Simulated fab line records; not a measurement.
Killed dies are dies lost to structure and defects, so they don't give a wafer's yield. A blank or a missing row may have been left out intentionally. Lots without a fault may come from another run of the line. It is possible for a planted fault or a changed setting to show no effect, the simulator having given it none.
Split-lot experiment | flow n5_finfet | 39 wafers read from 7 lots, route of 1938 steps

## THE SPLIT ITSELF
At N5_FIN_CUT_ETCH_21 (etches SOC in N2/H2, target depth 219 nm, overetch 43.8 nm, time 523.5 s), the setting bias_w was moved away from the recipe's 61 W on 12 of the 39 wafers read, by -15.7% to +18.7%. All remaining wafers had this setting at the recipe value.

Reading taken at the split's own step.

## THE READING
rf_vpp_V, in V, at N5_FIN_CUT_ETCH_21 (etches SOC in N2/H2, target depth 219 nm, overetch 43.8 nm, time 523.5 s). A value of 241.0 V with a standard deviation of 1.2 V is what fault-free wafers of this fab line usually give.

wafer  | tool, chamber at the split | bias_w as run, W | against the recipe | rf_vpp_V, V | against lot-mates on the recipe
L074.1 | rie_diel-04, 0             | 61               | recipe             | 239.5       | -
L074.2 | rie_diel-04, 3             | 61               | recipe             | 239.2       | -
L074.3 | rie_diel-04, 2             | 54.53            | -10.6%             | 223.2       | -16.8
L074.4 | rie_diel-04, 1             | 61               | recipe             | 241.4       | -
L074.5 | rie_diel-04, 3             | 54.53            | -10.6%             | 224.2       | -15.8
L074.6 | rie_diel-04, 2             | 54.53            | -10.6%             | 222.0       | -18.0
L085.1 | rie_diel-04, 0             | 61               | recipe             | 239.9       | -
L085.3 | rie_diel-04, 3             | 61               | recipe             | 238.8       | -
L085.5 | rie_diel-04, 3             | 61               | recipe             | 239.1       | -
L086.1 | rie_diel-04, 1             | 61               | recipe             | 239.5       | -
L086.2 | rie_diel-04, 0             | 72.38            | +18.7%             | 269.5       | +29.8
L086.3 | rie_diel-04, 3             | 61               | recipe             | 240.9       | -
L086.4 | rie_diel-04, 0             | 72.38            | +18.7%             | 269.7       | +30.0
L086.5 | rie_diel-04, 3             | 61               | recipe             | 238.7       | -
L086.6 | rie_diel-04, 1             | 72.38            | +18.7%             | 270.8       | +31.1
L090.1 | rie_diel-02, 1             | 61               | recipe             | 241.5       | -
L090.2 | rie_diel-02, 2             | 65.19            | +6.9%              | 251.4       | +10.5
L090.3 | rie_diel-02, 3             | 65.19            | +6.9%              | 250.9       | +10.0
L090.4 | rie_diel-02, 0             | 65.19            | +6.9%              | 250.8       | +9.9
L090.5 | rie_diel-02, 3             | 61               | recipe             | 239.7       | -
L090.6 | rie_diel-02, 0             | 61               | recipe             | 241.5       | -
L091.1 | rie_diel-02, 2             | 51.4             | -15.7%             | 214.4       | -26.6
L091.2 | rie_diel-02, 3             | 61               | recipe             | 239.6       | -
L091.3 | rie_diel-02, 0             | 51.4             | -15.7%             | 215.8       | -25.2
L091.4 | rie_diel-02, 1             | 51.4             | -15.7%             | 216.9       | -24.1
L091.5 | rie_diel-02, 0             | 61               | recipe             | 242.1       | -
L091.6 | rie_diel-02, 1             | 61               | recipe             | 241.3       | -
L093.1 | rie_diel-02, 2             | 61               | recipe             | 240.7       | -
L093.2 | rie_diel-02, 0             | 61               | recipe             | 240.9       | -
L093.3 | rie_diel-02, 3             | 61               | recipe             | 241.0       | -
L093.4 | rie_diel-02, 1             | 61               | recipe             | 242.4       | -
L093.5 | rie_diel-02, 1             | 61               | recipe             | 242.8       | -
L093.6 | rie_diel-02, 0             | 61               | recipe             | 243.5       | -
L095.1 | rie_diel-02, 1             | 61               | recipe             | 241.1       | -
L095.2 | rie_diel-02, 3             | 61               | recipe             | 241.0       | -
L095.3 | rie_diel-02, 2             | 61               | recipe             | 241.1       | -
L095.4 | rie_diel-02, 0             | 61               | recipe             | 240.9       | -
L095.5 | rie_diel-02, 0             | 61               | recipe             | 243.3       | -
L095.6 | rie_diel-02, 1             | 61               | recipe             | 241.5       | -

THE FIT
A straight line over all 39 wafers: rf_vpp_V changes by +1.59 V for each +1% of bias_w; r = +1.00; the points scatter about the line by 1.2 V.
The same after taking each lot's own level away (the mean of its wafers on the recipe; 39 wafers): +1.6 V for each +1%; r = +1.00; scatter 0.93 V.
According to that fit, moving bias_w by its largest amount changes the reading by 30 V.
Across the lots, their own levels run from 239.27 to 241.88 V, a range of 2.2 times the standard deviation given above.
So the lot-to-lot level changes the slope little: the two slopes agree.
Check: +29.9 V against its lot-mates is what the line predicts for one of the wafers moved furthest among these (+18.7%) when that wafer is left out of the fit. Against them it came out at +29.8 V.
Tool readings at the split's step, against how far the setting was moved: rf_vpp_V r = +1.00.

## THE WHOLE CHAIN: every reading that the file lists as answering this split, in the file's order
step               | what it does                                                             | reading                                                                          | change (the file's fit)                | r (the file's)
N5_FIN_CUT_ETCH_21 | etches SOC in N2/H2, target depth 219 nm, overetch 43.8 nm, time 523.5 s | rf_vpp_V                                                                         | +1.6 V for each +1% of the setting     | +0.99
N5_FIN_CUT_ETCH_21 | etches SOC in N2/H2, target depth 219 nm, overetch 43.8 nm, time 523.5 s | SiARC_of_FIN_CUT_COAT_19.thk_nm (the simulator's own value, which no gauge read) | -0.0515 nm for each +1% of the setting | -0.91

## THE FILE'S OWN FIT
rf_vpp_V changes by +1.6 V for each +1% of bias_w, r = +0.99.
